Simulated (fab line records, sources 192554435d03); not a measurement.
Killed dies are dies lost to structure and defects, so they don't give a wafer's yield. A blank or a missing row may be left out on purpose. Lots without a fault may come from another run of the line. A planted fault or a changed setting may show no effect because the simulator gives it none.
Which tool did it? | flow n5_finfet | 12 lots, 36 wafers sampled, at 6 steps of a route of 1938

WHAT THE GAUGES READ, wafer by wafer
N5_BEOL_M8_CD_MEAS_28: target cd 40 nm.
lot  | measured     | on        | cd_nm (nm)
L075 | day 9 12:32  | cd_sem-03 | 40.18 39.73 40.20
L077 | day 9 22:25  | cd_sem-02 | 39.96 39.98 39.86
L080 | day 10 18:47 | cd_sem-02 | 39.74 40.13 40.01
L081 | day 11 08:27 | cd_sem-01 | 40.14 39.86 39.92
L084 | day 11 16:23 | cd_sem-01 | 39.82 40.33 40.36
L085 | day 12 01:50 | cd_sem-01 | 40.26 40.19 40.06
L087 | day 12 23:32 | cd_sem-02 | 40.22 40.12 40.10
L090 | day 13 02:21 | cd_sem-01 | 40.21 40.09 40.18
L089 | day 13 10:43 | cd_sem-01 | 39.91 39.85 40.23
L094 | day 14 11:36 | cd_sem-02 | 40.21 39.96 40.41
L096 | day 15 08:46 | cd_sem-01 | 39.70 39.91 39.93
L097 | day 15 16:34 | cd_sem-03 | 39.95 39.42 39.99

WHICH TOOL RAN EACH LOT (tool, then ch and the chambers of the sampled wafers, then the start)
lot  | N5_BEOL_M7_STRIP_80                           | N5_BEOL_M7_ALD_77                   | N5_BEOL_M7_SPUTTER_48        | N5_BEOL_M7_DEP_56               | N5_BEOL_M8_HM_OPEN_17
L075 | rie_diel-01 ch 1,2,3, day 9 05:42 or earlier  | ald_metal-01 ch 1,2,3, day 9 05:42  | pvd_sputter-03, day 9 06:13  | pecvd-03 ch 0,1,2, day 9 07:12  | rie_metal-02 ch 0,1, day 9 09:59
L077 | rie_diel-02 ch 0,1, day 9 16:47 or earlier    | ald_metal-02 ch 0,1,3, day 9 16:47  | pvd_sputter-03, day 9 17:25  | pecvd-03 ch 0,1, day 9 18:19    | rie_metal-03 ch 0,1, day 9 21:49
L080 | rie_diel-02 ch 0,1,2, day 10 11:52 or earlier | ald_metal-01 ch 1,2,3, day 10 11:52 | pvd_sputter-01, day 10 12:32 | pecvd-03 ch 0,1, day 10 13:25   | rie_metal-03 ch 0,1, day 10 17:10
L081 | rie_diel-01 ch 0,2, day 10 22:24 or earlier   | ald_metal-04 ch 1,3, day 10 22:24   | pvd_sputter-01, day 10 23:02 | pecvd-04 ch 1,2, day 10 23:55   | rie_metal-02 ch 0,1, day 11 02:19
L084 | rie_diel-01 ch 0,2,3, day 11 09:31 or earlier | ald_metal-04 ch 0,1,2, day 11 09:31 | pvd_sputter-02, day 11 10:01 | pecvd-04 ch 0,2, day 11 10:57   | rie_metal-02 ch 1, day 11 14:53
L085 | rie_diel-01 ch 2,3, day 11 17:58 or earlier   | ald_metal-01 ch 0,1,3, day 11 17:58 | pvd_sputter-02, day 11 18:36 | pecvd-04 ch 0,1, day 11 19:41   | rie_metal-03 ch 0,1, day 11 22:38
L087 | rie_diel-05 ch 0,1,2, day 12 18:58 or earlier | ald_metal-01 ch 0,2,3, day 12 18:58 | pvd_sputter-02, day 12 19:56 | pecvd-03 ch 0,1, day 12 20:59   | rie_metal-02 ch 0,1, day 12 22:54
L090 | rie_diel-02 ch 0,2,3, day 12 21:29 or earlier | ald_metal-01 ch 0,3, day 12 21:29   | pvd_sputter-03, day 12 22:08 | pecvd-04 ch 1,2, day 12 23:00   | rie_metal-01 ch 0,1, day 13 01:08
L089 | rie_diel-05 ch 0,1, day 13 02:55 or earlier   | ald_metal-04 ch 0,1,2, day 13 02:55 | pvd_sputter-01, day 13 03:34 | pecvd-02 ch 1,2, day 13 04:25   | rie_metal-01 ch 0,1, day 13 08:48
L094 | rie_diel-05 ch 1,2,3, day 14 01:15 or earlier | ald_metal-04 ch 0,2, day 14 01:15   | pvd_sputter-02, day 14 01:50 | pecvd-04 ch 0,1,2, day 14 03:10 | rie_metal-03 ch 0,1, day 14 09:55
L096 | rie_diel-01 ch 1,2,3, day 15 00:51 or earlier | ald_metal-04 ch 1,2,3, day 15 00:51 | pvd_sputter-01, day 15 01:29 | pecvd-03 ch 0,1,2, day 15 02:21 | rie_metal-03 ch 0,1, day 15 06:58
L097 | rie_diel-01 ch 0,1,3, day 15 10:49 or earlier | ald_metal-04 ch 0,1,3, day 15 10:49 | pvd_sputter-02, day 15 12:59 | pecvd-03 ch 0,1,2, day 15 13:51 | rie_metal-02 ch 0,1, day 15 15:54
- N5_BEOL_M7_STRIP_80: strips in N2/H2, time 10 s.
- N5_BEOL_M7_ALD_77: deposits TaN, target thk 2 nm, pulse time 2 s, purge time 3 s.
- N5_BEOL_M7_SPUTTER_48: material Cu, target thk 10 nm, time 1.667 s.
- N5_BEOL_M7_DEP_56: deposits SiCN from 3MS/NH3, target thk 10 nm, time 17.5 s.
- N5_BEOL_M8_HM_OPEN_17: chemistry Cl2/BCl3, target TiN, target depth 20 nm, overetch 6 nm.

THE ANSWER, worked out from the rows above alone
Rule: what is usual is taken from the lots themselves. Put in order of their means at a reading, lots are off if they are a third of the lots or fewer, leave a main group of 4 or more, and stand apart from it by a gap of 3 or more times the standard deviation of the main group's means; of several such gaps the widest counts. A main group whose means are all the same, to the digits that the tables above print for the reading, isn't used. A lot without any number at a reading at which 4 lots or more have one is off too. The other lots that the step has rows for count as sound.
No lot is off at any reading shown: from this, nothing can be told.

WHAT THE SIMULATOR HAD PUT IN
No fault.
